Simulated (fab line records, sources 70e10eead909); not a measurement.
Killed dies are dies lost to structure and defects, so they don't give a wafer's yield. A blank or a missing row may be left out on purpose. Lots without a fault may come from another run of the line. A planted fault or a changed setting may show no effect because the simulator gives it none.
fab line records | flow nand_harc
record lots=24 wafers=72 last_day=34
route steps=1302 shown P_ZERO_WELL@61 P_GATE@149
lots that met no fault: from a run of the same line without faults
start_h: hours from the record's first day to the start of the lot's first wafer shown | wait_h: hours since the lot's step before | " the same as in the row above | L1.1+2: a row that stands for several wafers | - no value, or no start given | * or withheld: withheld | < > ~ a bound
route shown NAME@n: a module of which the file shows steps, and the number in the route of the first | usual: mean/standard deviation of fault-free wafers | same: alike in all rows | chamber/n: place in a boat | sites: the reading at each site | _std_site: their standard deviation | _edge_site: outer sites' mean less inner sites' | radius_mm: how far each site lies from the wafer's centre | mask NAME#n: copy n | behind: the tool/chamber that last shaped the wafer | hold: why the lot was held/for how many hours/how that ended | device: the transistor (n, p or np) that didn't switch | end of line: the same wafers' tests at the end of the route | a step without rows: its recipe alone | killed: dies lost to structure and defects at the first sort, not the wafer's yield | map: a wafer's dies, x killed, . not, _ none there
set.NAME: the setting as run; set.NAME@STEP: as run at that earlier step | model.NAME: the simulator's own value behind a step, which no gauge read
steps of the route over a sample of lots; a table a step, a row a wafer
services: from which hour (start_h, from the record's first day; less than 0 if before it) a tool's chamber was out of use, for how many hours, and why
## steps
# step NHARC_P_ZERO_WELL_DESCUM_54
# recipe time_s=3 o2_flow_sccm=200 ar_flow_sccm=0 bias_power_w=0 chemistry=O2
# usual drypump_motor_current_A=5.6/0.45 oes_product_au=0.998/0.011 rf_vpp_V=57.8/0.94 showerhead_plenum_p_Torr=1.90/0.09 throttle_valve_pct=11.311/0.0092
# columns lot.wafer tool chamber start_h wait_h drypump_motor_current_A oes_product_au rf_hours_counter_h rf_vpp_V showerhead_plenum_p_Torr throttle_valve_pct
L074.1 rie_diel-10 1 25.81 - 5.9 0.987 40 57.9 1.82 11.318
L074.4 " 2 " " 4.8 1.003 40 57.3 1.88 11.313
L074.6 " 1 " " 5.9 0.982 - 58.2 1.82 11.319
L075.2 rie_diel-02 2 36.10 - 5.9 1.004 54 58.0 1.93 11.310
L075.6 " 0 " " 5.2 0.999 - 57.9 2.01 11.304
L075.5 " 1 " " 5.2 1.002 - 55.9 1.76 11.312
L076.1 rie_diel-10 1 46.99 - 5.9 0.995 48 58.5 1.82 11.290
L076.2 " 2 " " 4.8 1.016 48 58.0 1.88 11.299
L076.5 " 1 " " 5.9 0.987 - 55.9 1.82 11.309
L077.4 rie_diel-10 3 56.17 - 5.0 1.015 47 57.6 1.88 11.316
L077.6 " 0 " " 6.0 1.002 - 57.6 1.79 11.313
L077.5 " 1 " " 5.9 0.986 - 57.7 1.82 11.339
L078.3 rie_diel-07 3 65.96 - 6.2 1.006 42 60.0 1.97 11.317
L078.5 " 0 " " 5.8 0.998 - 57.0 1.85 11.323
L078.6 " 1 " " 5.8 0.982 - 59.4 1.95 11.322
L079.2 rie_diel-10 0 75.94 - 6.0 1.007 0 58.1 1.79 11.300
L079.4 " 2 " " 4.8 1.021 0 56.9 1.87 11.328
L079.5 " 3 " " 5.0 1.002 - 57.7 1.88 11.297
L080.4 rie_diel-07 1 88.58 - 5.8 0.996 45 58.3 1.95 11.312
L080.6 " 2 " " 5.9 1.017 - 56.2 1.82 11.328
L080.5 " 3 " " 6.2 0.999 - 59.6 1.96 11.295
L081.2 rie_diel-07 0 96.08 - 5.8 1.005 45 57.3 1.85 11.303
L081.6 " 0 " " 5.8 0.999 - 57.5 1.85 11.304
L081.5 " 1 " " 5.8 0.992 - 56.8 1.95 11.304
L082.1 rie_diel-07 0 105.79 - 5.8 0.994 50 58.1 1.84 11.292
L082.2 " 1 " " 5.8 0.994 51 57.4 1.95 11.309
L082.4 " 1 " " 5.8 0.996 - 58.6 1.95 11.332
L083.1 rie_diel-02 0 116.01 - 5.2 0.994 24 57.8 2.00 11.318
L083.2 " 2 " " 5.9 0.986 22 58.1 1.92 11.313
L083.3 " 3 " " 5.2 0.990 22 59.1 2.07 11.305
L084.3 rie_diel-02 3 126.48 - 5.2 0.988 24 57.9 2.07 11.301
L084.2 " 0 " " 5.2 1.005 26 58.3 2.00 11.310
L084.6 " 2 " " 6.0 0.985 - 59.2 1.92 11.298
L085.4 rie_diel-10 1 136.00 - 5.9 0.978 20 57.8 1.81 11.313
L085.1 " 3 " " 5.0 0.999 25 58.5 1.87 11.308
L085.3 " 0 " " 6.0 0.999 26 56.9 1.78 11.312
L086.1 rie_diel-07 3 146.11 - 6.3 0.996 8 58.7 1.96 11.301
L086.2 " 0 " " 5.8 0.997 8 57.1 1.84 11.302
L086.5 " 3 " " 6.2 0.989 - 58.3 1.96 11.311
L087.1 rie_diel-10 1 156.00 - 5.9 0.977 26 56.3 1.81 11.312
L087.6 " 0 " " 6.0 1.010 - 55.2 1.78 11.303
L087.5 " 1 " " 5.9 0.998 - 57.9 1.81 11.306
L088.1 rie_diel-10 0 165.83 - 6.0 1.005 35 58.1 1.78 11.312
L088.5 " 1 " " 5.9 0.994 - 57.5 1.81 11.321
L088.6 " 2 " " 4.8 1.003 - 58.6 1.86 11.312
L089.4 rie_diel-07 3 175.92 - 6.2 1.000 19 58.5 1.96 11.305
L089.2 " 0 " " 5.8 0.997 20 57.4 1.84 11.313
L089.6 " 3 " " 6.2 1.003 - 58.0 1.96 11.322
L090.1 rie_diel-02 2 185.86 - 5.9 0.996 46 56.8 1.91 11.307
L090.4 " 0 " " 5.3 1.004 48 58.5 1.99 11.308
L090.5 " 3 " " 5.2 0.994 - 58.3 2.06 11.306
L091.1 rie_diel-10 0 196.35 - 6.0 1.008 44 56.7 1.78 11.303
L091.2 " 1 " " 6.0 0.984 37 57.5 1.81 11.306
L091.3 " 3 " " 5.0 0.987 43 57.2 1.87 11.305
L092.4 rie_diel-02 2 205.75 - 6.0 0.998 50 57.3 1.91 11.310
L092.1 " 0 " " 5.3 0.994 54 59.3 1.99 11.305
L092.3 " 1 " " 5.3 1.003 56 57.6 2.06 11.300
L093.2 rie_diel-02 1 216.22 - 5.2 1.007 60 59.7 2.06 11.300
L093.4 " 2 " " 5.9 1.005 54 58.0 1.91 11.323
L093.1 " 0 " " 5.2 0.996 54 57.1 1.99 11.295
L094.1 rie_diel-07 3 226.42 - 6.2 0.985 30 57.2 1.95 11.313
L094.2 " 0 " " 5.8 0.999 30 58.6 1.83 11.316
L094.5 " 3 " " 6.2 1.004 - 57.8 1.95 11.314
L095.4 rie_diel-10 1 235.83 - 5.9 0.996 54 58.4 1.80 11.319
L095.3 " 2 " " 4.8 0.996 53 59.5 1.86 11.302
L095.6 " 1 " " 5.9 0.989 - 59.0 1.80 11.327
L096.2 rie_diel-02 0 246.24 - 5.3 0.989 7 56.4 1.99 11.304
L096.1 " 2 " " 6.0 0.994 6 56.6 1.91 11.295
L096.6 " 3 " " 5.2 0.978 - 58.8 2.06 11.329
L097.2 rie_diel-10 2 256.02 - 4.8 1.019 1 57.3 1.85 11.295
L097.5 " 0 " " 6.0 1.023 - 60.8 2.08 11.315
L097.6 " 1 " " 6.0 1.005 - 57.0 1.80 11.321
# step NHARC_P_GATE_ETCH_32
# recipe target_depth_a=1500 over_etch_frac=1 over_etch_ion_energy_ev=40 time_s=100.1 hbr_flow_sccm=150 cl2_flow_sccm=50 rf_w=400 icp_w=400 bias_w=100 chemistry=HBr/Cl2
# usual drypump_motor_current_A=5.7/0.51 oes_product_au=1.000/0.0094 rf_fwd_power_W=396.7/1.4 throttle_valve_pct=26.404/0.0087
# same over_etch_frac=1
# columns lot.wafer tool chamber start_h wait_h drypump_motor_current_A oes_product_au rf_fwd_power_W rf_hours_counter_h throttle_valve_pct
L074.1 rie_si-04 0 96.37 - 5.8 1.007 397.7 0.6 26.406
L074.4 " 2 " " 5.4 1.001 395.2 0.5 26.405
L074.6 " 1 " " 6.2 0.992 396.0 - 26.391
L075.2 rie_si-02 1 112.29 - 5.3 1.006 395.3 0.0 26.406
L075.5 " 0 " " 6.7 1.010 394.5 - 26.406
L075.6 " 1 " " 5.3 1.011 395.9 - 26.399
L076.2 rie_si-05 3 115.64 - 5.8 1.012 399.4 1.2 26.403
L076.1 " 0 " " 5.0 0.986 396.4 1.0 26.412
L076.5 " 2 " " 5.1 1.006 395.3 - 26.408
L077.4 rie_si-02 1 127.28 - 5.4 1.002 395.5 0.1 26.401
L077.6 " 2 " " 5.3 0.981 396.8 - 26.401
L077.5 " 3 " " 5.7 1.001 395.9 - 26.403
L078.3 rie_si-05 0 142.61 - 5.0 1.010 398.2 0.0 26.406
L078.6 " 0 " " 5.0 1.007 396.8 - 26.398
L078.5 " 1 " " 6.1 1.020 397.4 - 26.412
L079.2 rie_si-02 0 146.52 - 6.8 1.003 396.4 0.3 26.407
L079.4 " 2 " " 5.3 0.983 396.3 0.3 26.392
L079.5 " 0 " " 6.8 1.011 396.8 - 26.401
L080.4 rie_si-02 1 164.88 - 5.4 1.013 396.1 0.4 26.410
L080.5 " 3 " " 5.7 1.015 396.2 - 26.405
L080.6 " 0 " " 6.7 1.026 398.9 - 26.406
L081.2 rie_si-05 2 165.42 - 5.2 1.004 398.2 0.1 26.405
L081.5 " 2 " " 5.1 0.999 396.2 - 26.403
L081.6 " 3 " " 5.8 1.003 396.7 - 26.421
L082.2 rie_si-02 1 184.44 - 5.3 0.991 397.0 0.6 26.404
L082.1 " 3 " " 5.7 1.006 398.0 0.6 26.424
L082.4 " 0 " " 6.8 1.016 396.4 0.7 26.400
L083.2 rie_si-04 3 192.00 - 5.6 0.997 399.7 0.1 26.395
L083.3 " 1 " " 6.2 0.994 395.9 0.1 26.383
L083.1 " 2 " " 5.5 1.011 399.4 0.1 26.405
L084.2 rie_si-04 1 204.36 - 6.2 0.997 397.3 0.2 26.398
L084.3 " 3 " " 5.6 0.989 396.9 0.2 26.390
L084.6 " 1 " " 6.2 0.985 397.9 - 26.407
L085.4 rie_si-05 3 210.08 - 5.9 1.000 398.0 0.5 26.412
L085.3 " 0 " " 5.0 1.000 393.2 0.5 26.407
L085.1 " 1 " " 6.1 1.010 397.1 0.3 26.396
L086.1 rie_si-04 2 210.60 - 5.5 1.010 395.7 0.2 26.408
L086.2 " 0 " " 5.8 1.002 397.8 0.3 26.396
L086.5 " 1 " " 6.2 0.985 395.5 - 26.396
L087.1 rie_si-02 2 225.11 - 5.3 0.988 397.5 0.7 26.406
L087.6 " 0 " " 6.8 1.008 394.7 - 26.389
L087.5 " 1 " " 5.3 0.998 397.2 - 26.418
L088.1 rie_si-02 3 249.68 - 5.7 0.995 398.2 0.9 26.410
L088.5 " 0 " " 6.7 1.017 398.1 - 26.403
L088.6 " 1 " " 5.3 0.989 395.8 - 26.388
L089.4 rie_si-05 1 250.96 - 6.1 1.007 399.1 0.6 26.388
L089.2 " 3 " " 5.8 1.002 399.9 0.7 26.423
L089.6 " 0 " " 5.0 0.995 394.9 - 26.407
L090.1 rie_si-05 3 265.69 - 5.9 1.002 397.4 0.8 26.387
L090.4 " 1 " " 6.1 1.010 394.8 0.8 26.414
L090.5 " 0 " " 5.0 0.997 395.4 - 26.408
L091.1 rie_si-02 2 276.80 - 5.3 0.986 397.2 1.0 26.403
L091.3 " 0 " " 6.8 1.006 399.0 1.2 26.405
L091.2 " 1 " " 5.3 0.984 398.3 1.2 26.409
L092.3 rie_si-05 3 277.46 - 5.8 0.998 398.3 0.9 26.401
L092.1 " 0 " " 5.1 1.004 395.5 1.0 26.401
L092.4 " 1 " " 6.2 1.007 395.7 0.8 26.402
L093.1 rie_si-02 0 288.30 - 6.8 1.002 397.4 0.0 26.401
L093.4 " 1 " " 5.4 1.004 395.0 0.0 26.407
L093.2 " 2 " " 5.3 1.013 395.7 0.0 26.403
L094.1 rie_si-04 0 293.72 - 5.8 0.992 397.2 0.7 26.399
L094.2 " 3 " " 5.6 0.979 399.8 0.6 26.409
L094.5 " 0 " " 5.8 1.007 396.8 - 26.407
L095.3 rie_si-04 0 303.46 - 5.9 1.011 396.9 0.8 26.394
L095.4 " 3 " " 5.6 0.995 396.9 0.6 26.384
L095.6 " 1 " " 6.2 0.990 394.4 - 26.409
L096.2 rie_si-02 3 320.79 - 5.7 0.996 398.4 0.2 26.407
L096.1 " 1 " " 5.3 0.993 395.7 0.2 26.407
L096.6 " 0 " " 6.7 1.007 397.0 - 26.403
L097.2 rie_si-04 0 323.40 - 5.9 1.007 397.3 0.9 26.419
L097.5 " 3 " " 5.6 0.981 398.9 - 26.413
L097.6 " 0 " " 5.9 1.000 396.3 - 26.397
# step NHARC_P_GATE_CD_MEAS_33
# usual cd_nm=120.4/3
# columns lot.wafer tool chamber start_h wait_h cd_nm
L074.1 cd_sem-01 - 96.70 - 116.3
L074.4 " - " " 116.1
L074.6 " - " " 119.7
L075.2 cd_sem-03 - 112.61 - 124.1
L075.5 " - " " 118.4
L075.6 " - " " 122.3
L076.1 cd_sem-03 - 115.96 - 120.2
L076.2 " - " " 122.4
L076.5 " - " " 118.8
L077.4 cd_sem-01 - 127.58 - 123.9
L077.5 " - " " 123.2
L077.6 " - " " 117.4
L078.3 cd_sem-01 - 142.94 - 123.8
L078.5 " - " " 121.7
L078.6 " - " " 124.8
L079.2 cd_sem-03 - 146.85 - 118.4
L079.4 " - " " 120.8
L079.5 " - " " 118.9
L080.4 cd_sem-02 - 165.19 - 118.6
L080.5 " - " " 119.9
L080.6 " - " " 118.0
L081.2 cd_sem-02 - 165.75 - 124.0
L081.5 " - " " 124.2
L081.6 " - " " 120.1
L082.1 cd_sem-02 - 184.77 - 119.7
L082.2 " - " " 121.4
L082.4 " - " " 112.0
L083.1 cd_sem-02 - 192.33 - 115.1
L083.2 " - " " 119.0
L083.3 " - " " 120.5
L084.2 cd_sem-02 - 204.68 - 123.0
L084.3 " - " " 115.9
L084.6 " - " " 117.8
L085.1 cd_sem-03 - 210.40 - 122.3
L085.3 " - " " 126.8
L085.4 " - " " 123.2
L086.1 cd_sem-03 - 210.92 - 117.1
L086.2 " - " " 113.1
L086.5 " - " " 123.5
L087.1 cd_sem-02 - 225.45 0.2 121.2
L087.5 " - " " 120.6
L087.6 " - " " 119.7
L088.1 cd_sem-03 - 249.97 - 114.5
L088.5 " - " " 121.2
L088.6 " - " " 125.0
L089.2 cd_sem-03 - 251.32 0.2 124.0
L089.4 " - " " 121.7
L089.6 " - " " 125.6
L090.1 cd_sem-02 - 266.02 - 122.1
L090.4 " - " " 123.1
L090.5 " - " " 127.3
L091.1 cd_sem-03 - 277.13 - 120.7
L091.2 " - " " 121.3
L091.3 " - " " 117.9
L092.1 cd_sem-01 - 277.78 - 120.6
L092.3 " - " " 119.0
L092.4 " - " " 122.5
L093.1 cd_sem-01 - 288.62 - 118.7
L093.2 " - " " 117.2
L093.4 " - " " 118.9
L094.1 cd_sem-03 - 294.06 - 116.0
L094.2 " - " " 116.5
L094.5 " - " " 118.1
L095.3 cd_sem-01 - 303.81 - 118.6
L095.4 " - " " 120.7
L095.6 " - " " 120.7
L096.1 cd_sem-01 - 321.12 - 125.0
L096.2 " - " " 125.3
L096.6 " - " " 124.5
L097.2 cd_sem-01 - 323.72 - 117.6
L097.5 " - " " 120.6
L097.6 " - " " 122.9
# step NHARC_P_GATE_DESCUM_48
# recipe time_s=3 o2_flow_sccm=200 ar_flow_sccm=0 bias_power_w=0 chemistry=O2
# usual drypump_motor_current_A=5.8/0.38 oes_product_au=1.002/0.01 rf_vpp_V=57.8/0.87 showerhead_plenum_p_Torr=1.93/0.087 throttle_valve_pct=11.312/0.0094
# columns lot.wafer tool chamber start_h wait_h drypump_motor_current_A oes_product_au rf_hours_counter_h rf_vpp_V showerhead_plenum_p_Torr throttle_valve_pct
L074.1 rie_diel-12 3 110.00 - 6.5 0.996 2 57.6 2.02 11.304
L074.4 " 0 " " 5.9 0.998 2 58.5 2.04 11.309
L074.6 " 2 " " 5.9 1.000 - 57.7 1.79 11.306
L075.2 rie_diel-12 1 123.67 - 5.8 1.000 3 57.7 1.96 11.311
L075.5 " 0 " " 5.9 0.989 - 57.4 2.04 11.295
L075.6 " 1 " " 5.8 1.005 - 59.7 1.96 11.322
L076.2 rie_diel-06 1 127.04 - 5.1 0.978 10 57.9 1.93 11.302
L076.1 " 2 " " 5.5 1.009 10 56.3 1.79 11.310
L076.5 " 3 " " 5.7 0.989 - 57.7 2.02 11.327
L077.4 rie_diel-05 2 138.93 - 5.5 1.001 3 56.0 1.86 11.310
L077.5 " 3 " " 6.5 1.009 - 57.1 2.06 11.320
L077.6 " 0 " " 6.1 1.005 - 57.2 1.91 11.316
L078.3 rie_diel-06 2 154.08 - 5.5 1.008 1 57.6 1.79 11.310
L078.5 " 1 " " 5.1 0.996 - 58.2 1.93 11.319
L078.6 " 2 " " 5.5 1.001 - 58.2 1.79 11.310
L079.2 rie_diel-12 0 157.89 - 5.9 0.996 5 59.5 2.03 11.306
L079.4 " 1 " " 5.8 1.005 5 58.9 1.96 11.326
L079.5 " 1 " " 5.8 1.007 - 58.8 1.96 11.296
L080.4 rie_diel-05 0 176.32 - 6.1 1.004 5 58.0 1.91 11.315
L080.6 " 2 " " 5.4 0.986 - 56.6 1.86 11.312
L080.5 " 3 " " 6.5 0.998 - 58.5 2.06 11.314
L081.2 rie_diel-06 1 176.89 - 5.1 0.995 3 57.1 1.93 11.317
L081.6 " 3 " " 5.7 1.008 - 58.0 2.02 11.311
L081.5 " 0 " " 5.5 1.000 - 57.3 1.96 11.311
L082.1 rie_diel-12 2 195.91 - 5.9 0.978 5 58.4 1.79 11.321
L082.4 " 0 " " 5.9 0.982 7 58.1 2.03 11.318
L082.2 " 1 " " 5.8 1.001 7 56.8 1.96 11.306
L083.2 rie_diel-06 0 203.37 - 5.5 1.003 4 59.0 1.96 11.299
L083.3 " 2 " " 5.5 1.017 4 57.7 1.79 11.327
L083.1 " 3 " " 5.7 1.016 4 58.2 2.02 11.314
L084.3 rie_diel-05 1 215.93 - 5.9 1.010 7 57.8 1.91 11.320
L084.2 " 2 " " 5.5 0.996 6 58.6 1.86 11.322
L084.6 " 1 " " 6.0 1.017 - 58.8 1.91 11.303
L085.3 rie_diel-05 1 221.60 - 6.0 1.003 8 58.3 1.91 11.318
L085.1 " 2 " " 5.5 0.991 7 57.7 1.86 11.300
L085.4 " 0 " " 6.1 1.015 8 56.9 1.91 11.307
L086.1 rie_diel-06 0 222.12 - 5.5 0.995 5 56.9 1.96 11.309
L086.2 " 2 " " 5.5 1.013 5 56.9 1.79 11.320
L086.5 " 1 " " 5.1 1.017 - 58.7 1.93 11.304
L087.1 rie_diel-12 2 236.61 - 5.9 0.991 8 55.7 1.79 11.318
L087.5 " 1 " " 5.8 1.011 - 57.0 1.96 11.306
L087.6 " 2 " " 5.9 0.997 - 56.6 1.79 11.322
L089.4 rie_diel-05 0 262.43 - 6.1 1.019 1 57.5 1.91 11.311
L089.2 " 1 " " 6.0 1.004 1 57.5 1.91 11.318
L089.6 " 2 " " 5.5 1.009 - 56.5 1.86 11.319
L088.1 rie_diel-06 3 263.40 - 5.7 1.010 7 57.9 2.02 11.323
L088.6 " 1 " " 5.1 0.994 - 57.3 1.92 11.315
L088.5 " 2 " " 5.5 1.009 - 56.6 1.79 11.312
L090.4 rie_diel-05 3 277.14 - 6.5 1.000 1 58.3 2.06 11.322
L090.1 " 0 " " 6.1 1.011 1 58.5 1.91 11.299
L090.5 " 3 " " 6.5 0.993 - 59.5 2.06 11.323
L091.1 rie_diel-12 2 288.27 - 5.9 1.014 0 57.5 1.79 11.326
L091.3 " 0 " " 5.9 0.996 0 57.5 2.03 11.319
L091.2 " 1 " " 5.8 1.009 0 59.9 1.96 11.309
L092.1 rie_diel-12 2 288.98 - 5.9 1.006 0 57.5 1.79 11.299
L092.3 " 0 " " 5.9 0.993 0 57.7 2.03 11.292
L092.4 " 1 " " 5.8 0.999 - 58.6 1.96 11.298
L093.2 rie_diel-06 1 299.75 - 5.1 1.003 10 57.9 1.92 11.306
L093.1 " 3 " " 5.7 1.003 10 57.4 2.02 11.314
L093.4 " 1 " " 5.1 1.012 - 57.4 1.92 11.330
L094.2 rie_diel-12 2 305.06 - 5.9 0.999 0 56.5 1.79 11.310
L094.1 " 3 " " 6.5 0.989 0 57.4 2.02 11.326
L094.5 " 3 " " 6.5 1.008 - 58.5 2.02 11.298
L095.3 rie_diel-06 2 317.21 - 5.5 1.010 0 57.0 1.79 11.310
L095.4 " 1 " " 5.1 1.002 0 59.0 1.92 11.304
L095.6 " 3 " " 5.7 1.031 - 57.6 2.02 11.329
L096.2 rie_diel-12 0 332.41 - 5.9 0.979 3 58.0 2.03 11.297
L096.1 " 3 " " 6.5 0.987 3 56.5 2.02 11.306
L096.6 " 1 " " 5.8 0.999 - 57.7 1.96 11.292
L097.2 rie_diel-06 2 334.84 - 5.5 0.995 1 58.6 1.79 11.299
L097.5 " 0 " " 5.5 1.002 - 58.9 1.96 11.300
L097.6 " 1 " " 5.1 0.986 - 57.4 1.92 11.308
# step NHARC_P_GATE_STRIP_75
# recipe power_w=1500 temp_c=250 chemistry=O2
# usual drypump_motor_current_A=5.88/0.23 heater_power_w=317/32
# columns lot.wafer tool chamber start_h wait_h drypump_motor_current_A heater_power_w rf_hours_counter_h
L074.1 plasma_asher-02 0 110.65 0.2 5.47 321 5
L074.4 " 1 " " 5.81 324 -
L074.6 " 1 " " 5.83 319 -
L075.2 plasma_asher-01 1 124.33 0.2 6.09 280 27
L075.6 " 0 " " 5.96 352 -
L075.5 " 1 " " 6.09 288 -
L076.2 plasma_asher-01 0 127.69 0.3 5.96 349 28
L076.1 " 1 " " 6.09 283 28
L076.5 " 1 " " 6.10 285 -
L077.4 plasma_asher-02 1 139.59 0.2 5.82 318 -
L077.6 " 1 " " 5.83 330 -
L077.5 " 0 " " 5.45 333 -
L078.3 plasma_asher-01 1 154.77 0.2 6.10 279 -
L078.5 " 1 " " 6.08 287 -
L078.6 " 0 " " 5.99 351 -
L079.2 plasma_asher-01 0 158.57 0.2 5.99 352 34
L079.4 " 0 " " 5.97 344 -
L079.5 " 0 " " 5.96 352 -
L080.4 plasma_asher-01 0 177.01 0.1 5.96 344 -
L080.5 " 1 " " 6.12 272 -
L080.6 " 0 " " 5.97 346 -
L081.2 plasma_asher-01 0 177.53 0.2 5.96 355 1
L081.5 " 0 " " 5.97 347 -
L081.6 " 1 " " 6.11 268 -
L082.1 plasma_asher-01 1 196.58 0.3 6.09 269 4
L082.2 " 0 " " 5.96 341 4
L082.4 " 1 " " 6.09 274 -
L083.2 plasma_asher-01 0 204.04 0.3 5.95 337 5
L083.1 " 1 " " 6.08 273 5
L083.3 " 1 " " 6.09 277 -
L084.2 plasma_asher-01 1 216.60 0.2 6.09 268 8
L084.3 " 0 " " 5.97 349 -
L084.6 " 0 " " 5.97 358 -
L085.1 plasma_asher-02 0 222.27 0.3 5.44 317 27
L085.4 " 0 " " 5.45 321 -
L085.3 " 1 " " 5.81 319 -
L086.2 plasma_asher-01 0 222.82 0.3 5.97 356 10
L086.1 " 1 " " 6.10 267 10
L086.5 " 1 " " 6.11 268 -
L087.1 plasma_asher-02 0 237.28 0.2 5.48 336 31
L087.5 " 1 " " 5.81 316 -
L087.6 " 0 " " 5.46 330 -
L089.2 plasma_asher-01 1 263.07 0.3 6.11 270 18
L089.4 " 1 " " 6.10 270 -
L089.6 " 0 " " 5.94 341 -
L088.1 plasma_asher-01 1 264.06 0.2 6.08 264 19
L088.5 " 0 " " 5.95 349 -
L088.6 " 1 " " 6.08 262 -
L090.1 plasma_asher-02 0 277.79 0.2 5.45 344 3
L090.4 " 0 " " 5.45 339 -
L090.5 " 1 " " 5.81 317 -
L091.1 plasma_asher-02 1 288.97 0.3 5.82 315 6
L091.2 " 0 " " 5.46 338 6
L091.3 " 1 " " 5.82 318 -
L092.1 plasma_asher-01 1 289.67 0.2 6.09 270 24
L092.4 " 0 " " 5.96 350 -
L092.3 " 1 " " 6.09 265 -
L093.1 plasma_asher-02 1 300.43 0.2 5.79 312 9
L093.2 " 0 " " 5.44 337 9
L093.4 " 0 " " 5.43 331 -
L094.1 plasma_asher-01 1 305.72 0.2 6.10 279 27
L094.2 " 0 " " 5.97 353 27
L094.5 " 1 " " 6.10 264 -
L095.3 plasma_asher-02 1 317.89 0.2 5.82 318 -
L095.4 " 0 " " 5.46 341 -
L095.6 " 0 " " 5.44 341 -
L096.1 plasma_asher-01 1 333.08 0.2 6.11 275 32
L096.2 " 0 " " 5.96 353 32
L096.6 " 0 " " 5.94 348 -
L097.2 plasma_asher-02 1 336.11 0.3 5.84 315 15
L097.5 " 1 " " 5.82 319 -
L097.6 " 0 " " 5.45 346 -
# step NHARC_P_GATE_RTA_80
# recipe temp_c=300 time_s=30
# usual lamp_power_pct=2.27/0.15 lamp_zone_5_pct=2.27/0.15 wafer_temp_C_max=301.6/0.68
# columns lot.wafer tool chamber start_h wait_h lamp_power_pct lamp_zone_5_pct wafer_temp_C_max
L074.1 rtp_anneal-02 0 115.57 - 2.40 2.40 302.6
L074.4 " 0 " " 2.40 2.40 302.5
L074.6 " 0 " " 2.40 2.40 301.1
L075.2 rtp_anneal-01 0 129.26 - 2.08 2.08 301.1
L075.5 " 0 " " 2.08 2.08 301.0
L075.6 " 0 " " 2.08 2.08 301.1
L076.1 rtp_anneal-01 0 132.76 - 2.08 2.08 300.8
L076.2 " 0 " " 2.08 2.08 301.0
L076.5 " 0 " " 2.08 2.08 301.1
L077.4 rtp_anneal-01 0 144.57 - 2.08 2.08 300.9
L077.5 " 0 " " 2.09 2.08 300.7
L077.6 " 0 " " 2.08 2.08 301.1
L078.3 rtp_anneal-02 0 159.75 - 2.40 2.40 301.8
L078.5 " 0 " " 2.40 2.40 302.2
L078.6 " 0 " " 2.40 2.40 301.7
L079.2 rtp_anneal-02 0 163.54 - 2.39 2.40 301.4
L079.4 " 0 " " 2.40 2.39 301.6
L079.5 " 0 " " 2.39 2.40 301.9
L080.4 rtp_anneal-02 0 181.98 - 2.39 2.39 301.9
L080.5 " 0 " " 2.39 2.39 301.8
L080.6 " 0 " " 2.40 2.39 302.3
L081.2 rtp_anneal-01 0 182.60 - 2.08 2.08 300.9
L081.5 " 0 " " 2.08 2.08 300.8
L081.6 " 0 " " 2.08 2.08 301.1
L082.1 rtp_anneal-01 0 201.50 - 2.08 2.08 301.0
L082.2 " 0 " " 2.08 2.08 300.8
L082.4 " 0 " " 2.08 2.08 300.9
L083.1 rtp_anneal-01 0 208.98 - 2.08 2.08 301.0
L083.2 " 0 " " 2.08 2.08 301.0
L083.3 " 0 " " 2.08 2.08 300.9
L084.2 rtp_anneal-02 0 221.70 - 2.40 2.39 301.8
L084.3 " 0 " " 2.40 2.39 302.9
L084.6 " 0 " " 2.40 2.39 302.1
L085.1 rtp_anneal-02 0 227.30 - 2.40 2.39 301.7
L085.3 " 0 " " 2.39 2.40 302.0
L085.4 " 0 " " 2.39 2.40 301.8
L086.1 rtp_anneal-02 0 228.24 - 2.40 2.40 302.1
L086.2 " 0 " " 2.40 2.40 301.7
L086.5 " 0 " " 2.40 2.40 302.8
L087.1 rtp_anneal-01 0 243.22 - 2.08 2.08 300.8
L087.5 " 0 " " 2.08 2.08 300.6
L087.6 " 0 " " 2.08 2.08 300.4
L089.2 rtp_anneal-02 0 268.04 - 2.39 2.39 301.1
L089.4 " 0 " " 2.39 2.39 302.1
L089.6 " 0 " " 2.39 2.39 302.9
L088.1 rtp_anneal-02 0 269.09 - 2.39 2.40 302.0
L088.5 " 0 " " 2.39 2.40 302.5
L088.6 " 0 " " 2.40 2.39 302.6
L090.1 rtp_anneal-01 0 282.73 - 2.08 2.08 300.7
L090.4 " 0 " " 2.08 2.08 301.3
L090.5 " 0 " " 2.08 2.08 301.0
L091.1 rtp_anneal-01 0 294.02 - 2.08 2.08 300.6
L091.2 " 0 " " 2.08 2.08 300.8
L091.3 " 0 " " 2.08 2.08 300.5
L092.1 rtp_anneal-02 0 294.73 - 2.39 2.39 301.8
L092.3 " 0 " " 2.39 2.39 301.6
L092.4 " 0 " " 2.40 2.40 301.7
L093.1 rtp_anneal-02 0 305.52 - 2.40 2.40 301.9
L093.2 " 0 " " 2.40 2.40 301.9
L093.4 " 0 " " 2.40 2.40 302.3
L094.1 rtp_anneal-02 0 310.70 - 2.40 2.40 302.1
L094.2 " 0 " " 2.40 2.40 302.0
L094.5 " 0 " " 2.40 2.40 301.9
L095.3 rtp_anneal-02 0 323.09 - 2.39 2.39 301.7
L095.4 " 0 " " 2.39 2.40 301.5
L095.6 " 0 " " 2.40 2.39 301.8
L096.1 rtp_anneal-02 0 338.57 - 2.40 2.40 302.2
L096.2 " 0 " " 2.40 2.40 302.1
L096.6 " 0 " " 2.40 2.40 303.1
L097.2 rtp_anneal-01 0 341.19 - 2.08 2.08 301.0
L097.5 " 0 " " 2.08 2.08 301.2
L097.6 " 0 " " 2.08 2.08 300.6
## services
# columns tool chamber start_h hours kind
rie_diel-06 0 8.39 1.3 repair
rtp_anneal-02 - 12.00 12.0 pm
rie_si-02 - 18.79 0.1 repair
plasma_asher-01 - 19.94 3.1 repair
plasma_asher-02 - 25.45 0.4 repair
rie_si-02 3 38.87 7.3 repair
rie_diel-10 0 45.63 9.8 repair
plasma_asher-02 - 47.53 2.6 repair
rie_diel-12 2 63.69 5.0 repair
rie_diel-10 - 66.46 9.0 pm
plasma_asher-02 - 72.00 9.0 pm
rie_diel-12 - 91.40 9.0 pm
plasma_asher-02 - 98.01 2.4 repair
rie_si-02 - 100.00 9.0 pm
rie_diel-06 2 109.60 6.1 repair
rie_diel-06 - 124.93 0.1 repair
plasma_asher-01 - 165.07 9.0 pm
rie_diel-10 - 175.08 1.0 repair
plasma_asher-01 - 241.89 0.8 repair
rie_diel-10 - 243.46 9.0 pm
rie_diel-10 1 266.40 4.0 repair
rie_si-02 - 277.00 9.0 pm
rie_diel-10 2 281.77 6.1 repair
plasma_asher-01 - 316.57 1.7 repair
## key
fault none
